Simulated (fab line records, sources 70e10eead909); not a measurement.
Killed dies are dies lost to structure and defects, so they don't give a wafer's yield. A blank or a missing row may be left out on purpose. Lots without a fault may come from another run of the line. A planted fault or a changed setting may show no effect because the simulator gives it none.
Chamber matching | flow nand_harc | NHARC_A_STAIRCASE_DESCUM_252 on rie_diel-02: 4 sister chambers
The step chemistry O2, time 3 s. 14 wafers are shown with their chamber, then 7 later ones without.

WAFERS WITH THEIR CHAMBER
wafer  | chamber | showerhead_plenum_p_Torr (Torr) | oes_product_au (a.u.) | throttle_valve_pct (%)
L074.2 | 1       | 1.76                            | 1.004                 | 11.317
L074.3 | 3       | 1.91                            | 0.994                 | 11.311
L074.6 | 0       | 2.00                            | 1.004                 | 11.319
L082.1 | 3       | 1.90                            | 1.003                 | 11.310
L082.3 | 1       | 2.07                            | 0.984                 | 11.310
L082.6 | 3       | 1.90                            | 0.986                 | 11.305
L081.1 | 2       | 1.88                            | 0.989                 | 11.307
L081.4 | 2       | 1.88                            | 0.989                 | 11.341
L081.6 | 3       | 1.90                            | 0.994                 | 11.284
L085.3 | 1       | 2.07                            | 0.982                 | 11.311
L085.4 | 0       | 1.98                            | 1.004                 | 11.306
L085.5 | 3       | 1.90                            | 0.992                 | 11.322
L092.2 | 0       | 1.97                            | 0.988                 | 11.301
L092.3 | 3       | 1.89                            | 1.001                 | 11.315

SIGNATURES (means of the wafers above)
reading                  | chamber 0 | chamber 1 | chamber 2 | chamber 3 | scatter within a chamber
showerhead_plenum_p_Torr | 1.9833    | 1.9667    | 1.8800    | 1.9000    | 0.0805
oes_product_au           | 0.99867   | 0.99000   | 0.98900   | 0.99500   | 0.00812
throttle_valve_pct       | 11.30867  | 11.31267  | 11.32400  | 11.30783  | 0.0127
Rule: a wafer's distance from a chamber is the root of the sum, over the readings, of the square of ((its reading less the chamber's mean) divided by the reading's scatter). The wafer belongs to the nearest chamber; if the next one is less than 2 further off, it can't be placed. The scatter: the root of (the sum of the squares of (reading less its chamber's mean) over the shown wafers, divided by (wafers less chambers)).

WAFERS WITHOUT THEIR CHAMBER
wafer  | showerhead_plenum_p_Torr (Torr) | oes_product_au (a.u.) | throttle_valve_pct (%)
L092.4 | 1.97                            | 0.995                 | 11.328
L097.1 | 2.05                            | 0.994                 | 11.319
L097.2 | 1.86                            | 0.983                 | 11.294
L097.3 | 1.89                            | 0.985                 | 11.310
L096.1 | 1.97                            | 1.008                 | 11.287
L096.3 | 2.05                            | 0.993                 | 11.301
L096.6 | 1.97                            | 1.004                 | 11.298

WHICH CHAMBER EACH WENT THROUGH
wafer  | from the rows above               | in truth
L092.4 | can't be placed: 1 or 2 or 0 or 3 | 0
L097.1 | can't be placed: 1 or 0 or 3 or 2 | 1
L097.2 | can't be placed: 3 or 1 or 2 or 0 | 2
L097.3 | can't be placed: 1 or 2 or 3 or 0 | 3
L096.1 | can't be placed: 0 or 3 or 1 or 2 | 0
L096.3 | can't be placed: 0 or 1 or 3 or 2 | 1
L096.6 | can't be placed: 0 or 3 or 1 or 2 | 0
Placed correctly: 0 of 7. Can't be placed from these rows: 7 (the true chamber is among the candidates in 7). Placed wrongly: 0.
